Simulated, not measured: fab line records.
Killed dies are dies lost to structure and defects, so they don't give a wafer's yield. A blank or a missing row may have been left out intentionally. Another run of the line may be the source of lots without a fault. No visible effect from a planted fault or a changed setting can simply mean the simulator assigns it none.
Chamber matching	flow nand-harc	NHARC_A_CONTACT_DEP_24 on pecvd-03 has 3 sister chambers
The step deposits SiO2, target thk 500 nm. 6 wafers are shown with their chamber, then 8 later ones without.

## WAFERS WITH THEIR CHAMBER
wafer	chamber	throttle-valve-pct (%)	heater-power-w (W)
L088.1	0	16.0	568
L088.5	0	16.3	581
L089.2	2	15.6	452
L089.4	1	16.4	619
L089.6	2	15.6	472
L091.2	1	16.5	636

## WAFERS MISSING THEIR CHAMBER
wafer	throttle-valve-pct (%)	heater-power-w (W)
L091.5	15.6	472
L091.6	16.3	645
L094.3	16.5	623
L094.5	16.2	538
L094.6	16.6	666
L096.2	15.9	542
L096.5	15.7	482
L096.6	16.4	552

## WHICH CHAMBER EACH ONE RAN IN
wafer	from the rows above	in truth
L091.5	2	2
L091.6	1	1
L094.3	1	1
L094.5	0	0
L094.6	1	1
L096.2	0	0
L096.5	2	2
L096.6	0	0
Placed correctly: 8 of 8. Not placeable from these rows: 0. 0 placed wrongly.
How it was worked out, from the rows above alone: a wafer's distance from a chamber is the root of the sum, over the readings, of the square of ((its reading less the chamber's mean) divided by the reading's scatter). The wafer belongs to the nearest chamber; if the next one is less than 2 further off, it can't be placed. A chamber's mean is the mean of its shown wafers. How the scatter is found: for the shown wafers, subtract from each reading the mean of its chamber, square and add these, divide the total by (wafers less chambers), then take the root.
